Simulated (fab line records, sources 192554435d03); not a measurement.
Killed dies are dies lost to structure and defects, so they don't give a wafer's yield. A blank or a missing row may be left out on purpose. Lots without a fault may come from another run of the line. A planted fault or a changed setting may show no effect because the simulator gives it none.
fab line records | flow n5_finfet
record lots=10 wafers=29 last_day=17
route steps=1938 shown BEOL_M13@1713 BEOL_M14@1729 PASSIVATION@1936
lots that met no fault: from a run of the same line without faults
start_h: hours from the record's first day to the start of the lot's first wafer shown | wait_h: hours since the lot's step before | " the same as in the row above | L1.1+2: a row that stands for several wafers | - no value, or no start given | * or withheld: withheld | < > ~ a bound
route shown NAME@n: a module of which the file shows steps, and the number in the route of the first | usual: mean/standard deviation of fault-free wafers | same: alike in all rows | chamber/n: place in a boat | sites: the reading at each site | _std_site: their standard deviation | _edge_site: outer sites' mean less inner sites' | radius_mm: how far each site lies from the wafer's centre | mask NAME#n: copy n | behind: the tool/chamber that last shaped the wafer | hold: why the lot was held/for how many hours/how that ended | device: the transistor (n, p or np) that didn't switch | end of line: the same wafers' tests at the end of the route | a step without rows: its recipe alone | killed: dies lost to structure and defects at the first sort, not the wafer's yield | map: a wafer's dies, x killed, . not, _ none there
set.NAME: the setting as run; set.NAME@STEP: as run at that earlier step | model.NAME: the simulator's own value behind a step, which no gauge read
steps of the route over a sample of lots; a table a step, a row a wafer
services: from which hour (start_h, from the record's first day; less than 0 if before it) a tool's chamber was out of use, for how many hours, and why
## steps
# step N5_BEOL_M13_DEP_53
# recipe material=SiCN target_thk_a=500 temp_c=withheld precursor=3MS/NH3 pressure_torr=3 rf_w=675 time_s=17.8
# usual showerhead_plenum_p_Torr=4.17/0.031 throttle_valve_pct=18.0/1.2
# columns lot.wafer tool chamber start_h wait_h showerhead_plenum_p_Torr since_wet_clean_h throttle_valve_pct
L929.1 pecvd-04 1 238.31 0.0 4.17 1848 18.0
L929.3 " 2 " " 4.16 - 18.2
L929.6 " 2 " " 4.16 - 17.9
L930.1 pecvd-02 1 256.21 0.0 4.20 1685 20.4
L930.4 " 0 " " 4.16 - 16.9
L930.5 " 2 " " 4.13 - 16.9
L933.1 pecvd-01 1 263.29 0.0 4.18 1511 19.7
L933.5 " 1 " " 4.18 - 19.7
L933.6 " 0 " " 4.21 - 17.7
L941.5 pecvd-02 1 329.72 0.0 4.20 - 20.4
L941.6 " 2 " " 4.13 - 17.1
L947.1 pecvd-04 1 349.91 0.0 4.18 1960 18.0
L947.2 " 2 " " 4.17 481 17.9
L947.3 " 0 " " 4.14 1235 17.1
L946.2 pecvd-02 2 350.13 0.0 4.14 300 17.0
L946.4 " 0 " " 4.17 - 17.0
L946.6 " 1 " " 4.21 - 20.5
L952.3 pecvd-04 0 377.83 0.0 4.14 1263 17.3
L952.4 " 0 " " 4.15 - 17.0
L952.5 " 1 " " 4.19 - 18.3
L950.2 pecvd-01 2 381.43 0.0 4.11 150 16.7
L950.5 " 0 " " 4.20 - 17.7
L950.6 " 1 " " 4.18 - 19.6
L949.1 pecvd-01 0 381.87 0.0 4.21 905 18.3
L949.4 " 1 " " 4.17 - 19.8
L949.5 " 0 " " 4.20 - 17.9
L951.2 pecvd-04 2 382.14 0.0 4.16 513 18.4
L951.4 " 2 " " 4.18 - 18.4
L951.5 " 1 " " 4.18 - 17.9
# step N5_BEOL_M14_DESCUM_15
# recipe chemistry=O2 time_s=7.9 source_power_w=50 bias_power_w=20 pressure_mtorr=20 rf_frequency_hz=2.712e+07 temp_c=40 o2_flow_sccm=225
# usual bias_power_w=20.00/0.059 drypump_motor_current_A=5.6/0.41 oes_product_au=0.80/0.095 rf_vpp_V=242.7/1.4 showerhead_plenum_p_Torr=2.06/0.076 throttle_valve_pct=20.45/0.2
# columns lot.wafer tool chamber start_h wait_h bias_power_w drypump_motor_current_A oes_product_au rf_hours_counter_h rf_vpp_V showerhead_plenum_p_Torr throttle_valve_pct
L929.1 rie_diel-02 3 239.17 0.0 19.95 5.2 0.82 69 241.8 2.02 20.48
L929.3 " 2 " " 19.99 4.8 0.72 201 245.5 2.17 20.47
L929.6 " 1 " " 19.96 5.6 0.71 - 241.3 1.97 20.22
L930.1 rie_diel-04 0 257.20 0.2 20.06 6.1 0.71 240 243.9 2.17 20.64
L930.4 " 2 " " 19.98 6.0 0.68 235 243.0 2.05 20.44
L930.5 " 2 " " 20.04 6.0 0.69 - 243.1 2.05 20.42
L933.1 rie_diel-04 3 264.13 0.0 20.04 5.5 0.75 152 241.5 2.02 20.58
L933.5 " 3 " " 20.06 5.5 0.75 - 242.0 2.02 20.60
L933.6 " 2 " " 19.99 6.0 0.69 - 241.1 2.05 20.44
L941.5 rie_diel-04 3 331.15 0.6 20.04 5.5 0.73 - 242.2 2.02 20.61
L941.6 " 0 " " 19.99 6.1 0.95 - 243.3 2.16 20.33
L947.1 rie_diel-06 0 351.07 0.3 20.00 5.7 0.86 56 243.3 2.02 20.17
L947.2 " 3 " " 19.97 5.5 0.79 126 242.1 2.01 20.39
L947.3 " 1 " " 19.95 6.2 0.82 101 240.0 2.00 20.52
L946.2 rie_diel-02 3 351.21 0.4 20.03 5.2 0.77 113 242.9 2.01 20.57
L946.4 " 0 " " 20.02 5.9 0.93 26 243.5 2.15 20.30
L946.6 " 0 " " 20.04 5.9 0.92 - 244.3 2.15 20.32
L952.3 rie_diel-06 0 378.66 0.0 20.00 5.7 0.85 65 241.9 2.02 20.19
L952.4 " 3 " " 20.03 5.5 0.78 136 241.0 2.01 20.39
L952.5 " 2 " " 19.93 5.5 0.70 - 243.2 2.06 20.83
L950.2 rie_diel-06 1 382.16 0.0 20.08 6.2 0.80 112 243.3 1.99 20.54
L950.5 " 3 " " 19.98 5.5 0.78 - 242.2 2.01 20.41
L950.6 " 0 " " 20.09 5.7 0.85 - 243.0 2.02 20.19
L949.1 rie_diel-02 0 382.59 0.0 20.08 5.9 0.90 39 244.9 2.14 20.33
L949.4 " 3 " " 19.92 5.2 0.76 126 241.0 2.00 20.57
L949.5 " 0 " " 19.93 5.9 0.91 - 243.6 2.14 20.34
L951.2 rie_diel-02 3 383.06 0.0 20.04 5.2 0.75 126 242.6 2.00 20.58
L951.4 " 0 " " 19.97 5.9 0.89 39 242.8 2.14 20.32
L951.5 " 1 " " 20.00 5.7 0.93 - 245.1 2.22 20.04
# step N5_BEOL_M14_ETCH_59
# recipe chemistry=N2/H2 target=BARC target_depth_a=890 overetch_a=267 time_s=67.9 ion_energy_ev=200 pressure_mtorr=30 source_w=840 bias_w=150 n2_flow_sccm=200 h2_flow_sccm=200
# usual bias_w=150.0/0.5 drypump_motor_current_A=5.6/0.4 n2_flow_sccm=200.1/0.57 oes_product_au=0.68/0.079 rf_vpp_V=523.0/2.4 run_length_s=91.4/0.34 showerhead_plenum_p_Torr=2.51/0.087 throttle_valve_pct=17.9/0.35
# columns lot.wafer tool chamber start_h wait_h bias_w drypump_motor_current_A n2_flow_sccm oes_product_au rf_hours_counter_h rf_vpp_V run_length_s showerhead_plenum_p_Torr throttle_valve_pct
L929.1 rie_diel-02 3 239.20 0.0 149.6 5.2 199.2 0.71 69 522.3 91.2 2.49 18.2
L929.3 " 2 " " 149.8 4.8 199.7 0.63 201 528.5 91.8 2.63 17.9
L929.6 " 1 " " 149.7 5.6 200.0 0.60 - 519.4 91.0 2.40 17.7
L930.1 rie_diel-04 0 257.23 0.0 150.2 6.1 201.1 0.60 240 525.5 91.2 2.62 18.0
L930.4 " 2 " " 150.6 6.0 199.0 0.59 235 522.8 91.7 2.49 17.8
L930.5 " 2 " " 150.3 6.0 199.6 0.59 - 524.2 91.2 2.49 17.8
L933.1 rie_diel-04 3 264.16 0.0 149.7 5.5 199.3 0.65 152 522.0 91.6 2.40 17.5
L933.5 " 3 " " 149.0 5.5 199.7 0.64 - 521.3 91.1 2.40 17.6
L933.6 " 2 " " 149.8 6.0 199.9 0.59 - 523.5 91.6 2.49 17.8
L941.5 rie_diel-04 3 331.20 0.0 149.0 5.5 199.8 0.62 - 521.1 91.4 2.39 17.6
L941.6 " 0 " " - 6.1 199.8 0.87 - 525.3 85.3 2.61 17.7
L947.1 rie_diel-06 0 351.10 0.0 148.9 5.7 201.3 0.72 56 521.6 91.2 2.49 17.8
L947.2 " 3 " " 149.9 5.5 200.2 0.67 126 521.0 91.5 2.45 17.9
L947.3 " 1 " " 150.0 6.2 199.7 0.70 101 522.5 91.2 2.46 18.1
L946.2 rie_diel-02 3 351.25 0.0 149.3 5.2 200.0 0.67 113 521.5 92.1 2.48 18.3
L946.4 " 0 " " 150.5 5.9 199.9 0.77 26 525.8 91.3 2.59 17.6
L946.6 " 0 " " 150.2 5.9 200.1 0.78 - 525.0 91.2 2.59 17.6
L952.3 rie_diel-06 0 378.70 0.0 149.9 5.7 200.3 0.72 65 523.4 91.5 2.49 17.8
L952.4 " 3 " " 150.5 5.5 199.5 0.67 136 521.5 91.6 2.44 17.9
L952.5 " 2 " " 149.3 5.5 200.4 0.60 - 522.3 91.8 2.53 18.5
L950.2 rie_diel-06 1 382.20 0.0 149.0 6.1 200.1 0.69 112 520.9 91.4 2.45 18.1
L950.5 " 3 " " 149.4 5.5 200.4 0.67 - 521.8 91.5 2.44 17.9
L950.6 " 0 " " 150.5 5.7 199.7 0.71 - 522.3 91.0 2.49 17.8
L949.1 rie_diel-02 0 382.62 0.0 149.7 5.9 200.6 0.75 39 524.7 91.5 2.59 17.6
L949.4 " 3 " " 149.9 5.2 200.1 0.66 126 521.7 91.2 2.47 18.3
L949.5 " 0 " " 149.5 5.9 200.6 0.75 - 524.7 91.3 2.59 17.6
L951.2 rie_diel-02 3 383.09 0.0 149.9 5.2 199.5 0.66 126 520.1 91.3 2.47 18.3
L951.4 " 0 " " 149.3 5.9 199.9 0.76 39 525.1 91.3 2.59 17.6
L951.5 " 1 " " 149.7 5.7 199.4 0.79 - 529.5 91.2 2.70 17.4
# step N5_BEOL_M14_STRIP_64
# recipe chemistry=O2 power_w=600 temp_c=60 pressure_mtorr=30 rf_frequency_hz=6e+07 bias_power_w=0 overash_fraction=0.3 o2_flow_sccm=225
# usual drypump_motor_current_A=5.5/0.41 oes_product_au=0.80/0.096 rf_vpp_V=3.6/0.49 showerhead_plenum_p_Torr=2.06/0.076 throttle_valve_pct=16.69/0.22
# same bias_power_w=0
# columns lot.wafer tool chamber start_h wait_h drypump_motor_current_A oes_product_au rf_hours_counter_h rf_vpp_V showerhead_plenum_p_Torr throttle_valve_pct
L929.1 rie_diel-02 3 - - 5.2 0.82 69 4.7 2.02 16.73
L929.3 " 2 " " 4.8 0.73 201 3.7 2.18 16.75
L929.6 " 1 " " 5.7 0.72 - 3.7 1.98 16.55
L930.1 rie_diel-04 0 - - 6.1 0.71 240 3.9 2.17 16.89
L930.4 " 2 " " 6.0 0.69 235 4.7 2.06 16.75
L930.5 " 2 " " 6.0 0.69 - 3.8 2.06 16.76
L933.1 rie_diel-04 3 - - 5.5 0.74 152 4.0 2.03 16.83
L933.5 " 3 " " 5.5 0.75 - 4.6 2.03 16.83
L933.6 " 2 " " 6.0 0.69 - 3.5 2.06 16.76
L941.5 rie_diel-04 3 - - 5.5 0.72 - 3.3 2.02 16.88
L941.6 " 0 " " 6.1 0.94 - 4.6 2.17 16.49
L947.1 rie_diel-06 0 - - 5.7 0.87 56 3.8 2.03 16.40
L947.2 " 3 " " 5.5 0.79 126 3.5 2.02 16.64
L947.3 " 1 " " 6.2 0.83 101 3.9 2.00 16.78
L946.2 rie_diel-02 3 - - 5.2 0.77 113 3.8 2.01 16.78
L946.4 " 0 " " 5.9 0.94 26 3.5 2.15 16.44
L946.6 " 0 " " 5.9 0.93 - 3.8 2.15 16.44
L952.3 rie_diel-06 0 - - 5.7 0.84 65 4.2 2.02 16.42
L952.4 " 3 " " 5.5 0.78 136 4.1 2.01 16.67
L952.5 " 2 " " 5.5 0.69 - 4.0 2.06 17.07
L950.2 rie_diel-06 1 - - 6.2 0.81 112 3.4 2.00 16.81
L950.5 " 3 " " 5.5 0.78 - 3.6 2.01 16.67
L950.6 " 0 " " 5.7 0.85 - 3.7 2.02 16.44
L949.1 rie_diel-02 0 - - 5.9 0.90 39 3.8 2.15 16.48
L949.4 " 3 " " 5.2 0.75 126 3.2 2.01 16.83
L949.5 " 0 " " 5.9 0.90 - 3.5 2.15 16.46
L951.2 rie_diel-02 3 - - 5.2 0.74 126 3.1 2.01 16.82
L951.4 " 0 " " 5.9 0.90 39 4.2 2.15 16.46
L951.5 " 1 " " 5.6 0.93 - 3.9 2.22 16.24
# step N5_PASSIVATION_PROBE_49
# usual defect_limited_yield=91.3/1.5 killed_at_M0_to_M3=35/8.7 killed_at_M4_up=14/5.5 killed_at_contacts=11/5.6 killed_at_front_end=39/13 killed_at_other=3.7/2.2 killed_dies=103/18 killed_open=69/14 killed_short=33/7.8 sort_bin_5_function=5.1/0.99 sort_bin_6_memory=3.3/0.67 sort_bin_8_speed=0.02/0.17 sort_n_pass=1077/18 sort_yield_pct=91.2/1.5
# same gross_dies=1180 killed_at_back_side=0 sort_bin_4_leakage[%]=0
# columns lot.wafer tool chamber start_h wait_h defect_limited_yield[%] killed_at_M0_to_M3 killed_at_M4_up killed_at_contacts killed_at_front_end killed_at_other killed_dies killed_open killed_short sort_bin_5_function[%] sort_bin_6_memory[%] sort_bin_8_speed[%] sort_n_pass sort_yield_pct[%]
L941.5 prober-02 - 356.26 0.2 88.6 29 15 20 65 6 135 88 47 6.9 4.3 0 1045 88.6
L941.6 prober-02 - 356.31 0.3 89.7 34 24 13 47 4 122 88 34 6.0 3.8 0 1058 89.7
# killed by level:class
L941.5 FIN_SAQP:geometric_particle:open=19 STI_FIN_REVEAL:geometric_particle:open=14 MOL_CONTACT_COAG:geometric_particle:open=14 FIN_SAQP:geometric_particle:short=13 BEOL_M1:geometric_particle:open=8 BEOL_M4:geometric_particle:open=8 MOL_CONTACT_COAG:geometric_particle:short=6 BEOL_M0:geometric_particle:open=5
L941.6 STI_FIN_REVEAL:geometric_particle:open=17 FIN_SAQP:geometric_particle:open=12 BEOL_M0_SAQP:geometric_particle:open=12 MOL_CONTACT_COAG:geometric_particle:open=11 BEOL_M4:geometric_particle:open=11 FIN_SAQP:geometric_particle:short=8 BEOL_M0_SAQP:geometric_particle:short=7 BEOL_M4:geometric_particle:short=6
## services
# columns tool chamber start_h hours kind
pecvd-04 - 216.52 1.1 repair
pecvd-04 0 230.12 17.9 repair
rie_diel-02 0 240.73 - clean
rie_diel-02 0 240.73 - consumable_replace:focus_ring
rie_diel-06 0 247.66 11.7 repair
pecvd-01 - 270.76 0.9 repair
rie_diel-04 3 275.02 10.0 repair
rie_diel-06 3 280.34 5.1 repair
rie_diel-04 0 285.05 - clean
pecvd-04 1 317.12 3.5 repair
rie_diel-02 1 317.81 - clean
rie_diel-02 1 317.81 - consumable_replace:focus_ring
rie_diel-02 1 317.81 - consumable_replace:showerhead
rie_diel-02 1 317.81 17.8 scheduled_down
rie_diel-02 1 317.81 17.8 vent_cycle
rie_diel-04 2 361.65 6.5 repair
rie_diel-02 2 366.02 - clean
rie_diel-02 2 366.02 - consumable_replace:focus_ring
rie_diel-02 2 366.02 15.2 scheduled_down
rie_diel-02 2 366.02 15.2 vent_cycle
rie_diel-06 2 379.64 - clean
rie_diel-06 2 379.64 - consumable_replace:focus_ring
rie_diel-06 2 379.64 17.8 scheduled_down
rie_diel-06 2 379.64 17.8 vent_cycle
## key
first_sign step=N5_BEOL_M14_ETCH_59 reading=run_length_s direction=down sigmas=18 usual=* struck=*
effect none on later readings
met_at N5_BEOL_M14_ETCH_59
struck_lots L941
struck_wafers L941.6
not_acting_at N5_BEOL_M13_DEP_53,N5_BEOL_M14_DESCUM_15,N5_BEOL_M14_STRIP_64
onset_between 264.16 331.20
fault kind=process_parameter_drift tool=rie_diel-04 chamber=- onset_h=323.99 steps=N5_BEOL_M14_ETCH_59 channel=time_s offset=* shape=step end_h=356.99 scope=struck_wafers_only acts_in=* stated=*
